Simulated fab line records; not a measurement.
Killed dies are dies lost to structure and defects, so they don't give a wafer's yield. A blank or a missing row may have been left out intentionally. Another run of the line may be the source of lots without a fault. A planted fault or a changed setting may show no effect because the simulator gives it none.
Split-lot trial || flow n5-finfet || 21 wafers read across 7 lots, on a route 1938 steps long

ABOUT THE SPLIT
At N5_BEOL_M9_ETCH_66 (etches SOC in N2/H2, target depth 80 nm, overetch 16 nm, time 120 s), the setting time-s was moved away from the recipe's 120 s on 11 of the 21 wafers read, by -16.5% to +20.7%. The other wafers ran this setting at the recipe's value.

The reading is taken at the split's own step.

THE READING
SiARC_of_BEOL_M9_COAT_64.thk-nm (the simulator's own value, which no gauge read), in nm, at N5_BEOL_M9_ETCH_66 (etches SOC in N2/H2, target depth 80 nm, overetch 16 nm, time 120 s). The file gives no usual value for it. Across the 10 wafers here that went through the recipe, the average is 6.4 nm and the standard deviation 0.08 nm.

{"wafer": "L079.1", "tool, chamber at the split": "rie-diel-06, 1", "time-s as run, s": 108.9, "against the recipe": "-9.2%", "SiARC_of_BEOL_M9_COAT_64.thk-nm, nm": 6.8, "against lot-mates on the recipe": "+0.6"}
{"wafer": "L079.3", "tool, chamber at the split": "rie-diel-06, 3", "time-s as run, s": 108.9, "against the recipe": "-9.2%", "SiARC_of_BEOL_M9_COAT_64.thk-nm, nm": 7, "against lot-mates on the recipe": "+0.8"}
{"wafer": "L079.6", "tool, chamber at the split": "rie-diel-06, 2", "time-s as run, s": 120, "against the recipe": "recipe", "SiARC_of_BEOL_M9_COAT_64.thk-nm, nm": 6.2, "against lot-mates on the recipe": "-"}
{"wafer": "L080.1", "tool, chamber at the split": "rie-diel-06, 1", "time-s as run, s": 144.8, "against the recipe": "+20.7%", "SiARC_of_BEOL_M9_COAT_64.thk-nm, nm": 5.4, "against lot-mates on the recipe": -1.0}
{"wafer": "L080.5", "tool, chamber at the split": "rie-diel-06, 1", "time-s as run, s": 144.8, "against the recipe": "+20.7%", "SiARC_of_BEOL_M9_COAT_64.thk-nm, nm": 5.4, "against lot-mates on the recipe": -1.0}
{"wafer": "L080.3", "tool, chamber at the split": "rie-diel-06, 0", "time-s as run, s": 120, "against the recipe": "recipe", "SiARC_of_BEOL_M9_COAT_64.thk-nm, nm": 6.4, "against lot-mates on the recipe": "-"}
{"wafer": "L090.2", "tool, chamber at the split": "rie-diel-06, 3", "time-s as run, s": 120, "against the recipe": "recipe", "SiARC_of_BEOL_M9_COAT_64.thk-nm, nm": 6.4, "against lot-mates on the recipe": "-"}
{"wafer": "L090.3", "tool, chamber at the split": "rie-diel-06, 0", "time-s as run, s": 143.7, "against the recipe": "+19.8%", "SiARC_of_BEOL_M9_COAT_64.thk-nm, nm": 5.2, "against lot-mates on the recipe": -1.1}
{"wafer": "L090.4", "tool, chamber at the split": "rie-diel-06, 0", "time-s as run, s": 120, "against the recipe": "recipe", "SiARC_of_BEOL_M9_COAT_64.thk-nm, nm": 6.2, "against lot-mates on the recipe": "-"}
{"wafer": "L093.1", "tool, chamber at the split": "rie-diel-03, 1,0,2", "time-s as run, s": 120, "against the recipe": "recipe", "SiARC_of_BEOL_M9_COAT_64.thk-nm, nm": 6.4, "against lot-mates on the recipe": "-"}
{"wafer": "L093.2", "tool, chamber at the split": "rie-diel-03, 1,0,2", "time-s as run, s": 120, "against the recipe": "recipe", "SiARC_of_BEOL_M9_COAT_64.thk-nm, nm": 6.4, "against lot-mates on the recipe": "-"}
{"wafer": "L093.4", "tool, chamber at the split": "rie-diel-03, 1,0,2", "time-s as run, s": 120, "against the recipe": "recipe", "SiARC_of_BEOL_M9_COAT_64.thk-nm, nm": 6.4, "against lot-mates on the recipe": "-"}
{"wafer": "L095.3", "tool, chamber at the split": "rie-diel-04, 1,3", "time-s as run, s": 134.2, "against the recipe": "+11.8%", "SiARC_of_BEOL_M9_COAT_64.thk-nm, nm": 5.6, "against lot-mates on the recipe": -0.8}
{"wafer": "L095.6", "tool, chamber at the split": "rie-diel-04, 1,3", "time-s as run, s": 134.2, "against the recipe": "+11.8%", "SiARC_of_BEOL_M9_COAT_64.thk-nm, nm": 5.6, "against lot-mates on the recipe": -0.8}
{"wafer": "L095.5", "tool, chamber at the split": "rie-diel-04, 2", "time-s as run, s": 120, "against the recipe": "recipe", "SiARC_of_BEOL_M9_COAT_64.thk-nm, nm": 6.4, "against lot-mates on the recipe": "-"}
{"wafer": "L096.1", "tool, chamber at the split": "rie-diel-04, 2", "time-s as run, s": 142.3, "against the recipe": "+18.6%", "SiARC_of_BEOL_M9_COAT_64.thk-nm, nm": 5.4, "against lot-mates on the recipe": -1.0}
{"wafer": "L096.3", "tool, chamber at the split": "rie-diel-04, 1", "time-s as run, s": 142.3, "against the recipe": "+18.6%", "SiARC_of_BEOL_M9_COAT_64.thk-nm, nm": 5.2, "against lot-mates on the recipe": -1.2}
{"wafer": "L096.5", "tool, chamber at the split": "rie-diel-04, 0", "time-s as run, s": 120, "against the recipe": "recipe", "SiARC_of_BEOL_M9_COAT_64.thk-nm, nm": 6.4, "against lot-mates on the recipe": "-"}
{"wafer": "L097.3", "tool, chamber at the split": "rie-diel-04, 2", "time-s as run, s": 100.2, "against the recipe": "-16.5%", "SiARC_of_BEOL_M9_COAT_64.thk-nm, nm": 7.4, "against lot-mates on the recipe": "+1.0"}
{"wafer": "L097.5", "tool, chamber at the split": "rie-diel-04, 1", "time-s as run, s": 100.2, "against the recipe": "-16.5%", "SiARC_of_BEOL_M9_COAT_64.thk-nm, nm": 7.2, "against lot-mates on the recipe": "+0.8"}
{"wafer": "L097.6", "tool, chamber at the split": "rie-diel-04, 2", "time-s as run, s": 120, "against the recipe": "recipe", "SiARC_of_BEOL_M9_COAT_64.thk-nm, nm": 6.4, "against lot-mates on the recipe": "-"}
Where a row lists several chambers, the file gives one row for several wafers and doesn't say which wafer went through which chamber.

THE FIT
A straight line over all 21 wafers: SiARC_of_BEOL_M9_COAT_64.thk-nm changes by -0.0551 nm for each +1% of time-s; r = -0.99; the points scatter about the line by 0.11 nm.
The same after taking each lot's own level away (the mean of its wafers on the recipe; 21 wafers): -0.0568 nm for each +1%; r = -0.99; scatter 0.11 nm.
On that fit, the largest move of time-s shifts the reading by 1.2 nm.
The lots' own levels span 6.20 to 6.40 nm, that is 2.5 times the standard deviation above.
The two slopes are in agreement: the lot-to-lot level therefore moves the slope only a little.
Check: for one of the wafers moved furthest among these (+20.7%), held out of the fit, the line's prediction against its lot-mates is -1.19 nm. It came out at -1 nm against them.

OTHER SPLITS ON THESE WAFERS
Before the reading, these wafers also passed through other splits. Each is held against what the fit with the lots' levels taken away leaves over:
{"other split on the same wafers": "N5_BEOL_M6_TRENCH_ETCH_37 time-s", "wafers away from the commonest value": 11, "r with SiARC_of_BEOL_M9_COAT_64.thk-nm (lot level and that fit taken away)": -0.30}
{"other split on the same wafers": "N5_BEOL_M8_COAT_59 spin-rpm", "wafers away from the commonest value": 4, "r with SiARC_of_BEOL_M9_COAT_64.thk-nm (lot level and that fit taken away)": -0.31}
{"other split on the same wafers": "N5_BEOL_M8_DESCUM_16 time-s", "wafers away from the commonest value": 8, "r with SiARC_of_BEOL_M9_COAT_64.thk-nm (lot level and that fit taken away)": -0.27}

FILE'S OWN FIT
SiARC_of_BEOL_M9_COAT_64.thk-nm changes by -0.0564 nm for each +1% of time-s, r = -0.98.
